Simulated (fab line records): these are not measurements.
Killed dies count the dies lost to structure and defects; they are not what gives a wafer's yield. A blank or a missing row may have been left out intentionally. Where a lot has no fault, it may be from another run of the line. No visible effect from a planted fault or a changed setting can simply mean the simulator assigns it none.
Chamber matching ; flow n5-finfet ; N5_BEOL_M6_ETCH_66 on rie-diel-01: 4 sister chambers
The step etches SOC in N2/H2, target depth 80 nm, overetch 16 nm, time 120 s. 8 wafers are shown with their chamber, then 9 later ones without.

WAFERS PAIRED WITH THEIR CHAMBERS
wafer;chamber;drypump-motor-current-A (A);throttle-valve-pct (%)
L084.1;3;5.2;18.19
L084.5;3;5.2;18.20
L083.3;0;6.5;17.83
L083.4;2;5.0;17.36
L083.5;1;5.6;18.13
L093.3;2;5.0;17.37
L093.4;0;6.5;17.83
L093.5;1;5.7;18.15

WAFERS WHOSE CHAMBER IS MISSING
wafer;drypump-motor-current-A (A);throttle-valve-pct (%)
L092.1;5.2;18.20
L092.2;5.0;17.38
L092.6;6.5;17.85
L097.1;5.6;18.15
L097.2;5.0;17.38
L097.5;5.0;17.37
L096.2;5.7;18.18
L096.3;5.2;18.24
L096.6;6.5;17.86

WHICH CHAMBER EACH ONE RAN IN
wafer;from the rows above;in truth
L092.1;3;3
L092.2;2;2
L092.6;0;0
L097.1;1;1
L097.2;2;2
L097.5;2;2
L096.2;1;1
L096.3;3;3
L096.6;0;0
Correct placement for 9 of the 9. Number that these rows cannot place: 0. 0 placed wrongly.
How it was worked out, from the rows above alone: a wafer's distance from a chamber is the root of the sum, over the readings, of the square of ((its reading less the chamber's mean) divided by the reading's scatter). The wafer belongs to the nearest chamber; if the next one is less than 2 further off, it can't be placed. A chamber's mean is the mean of its shown wafers. How the scatter is found: for the shown wafers, subtract from each reading the mean of its chamber, square and add these, divide the total by (wafers less chambers), then take the root.
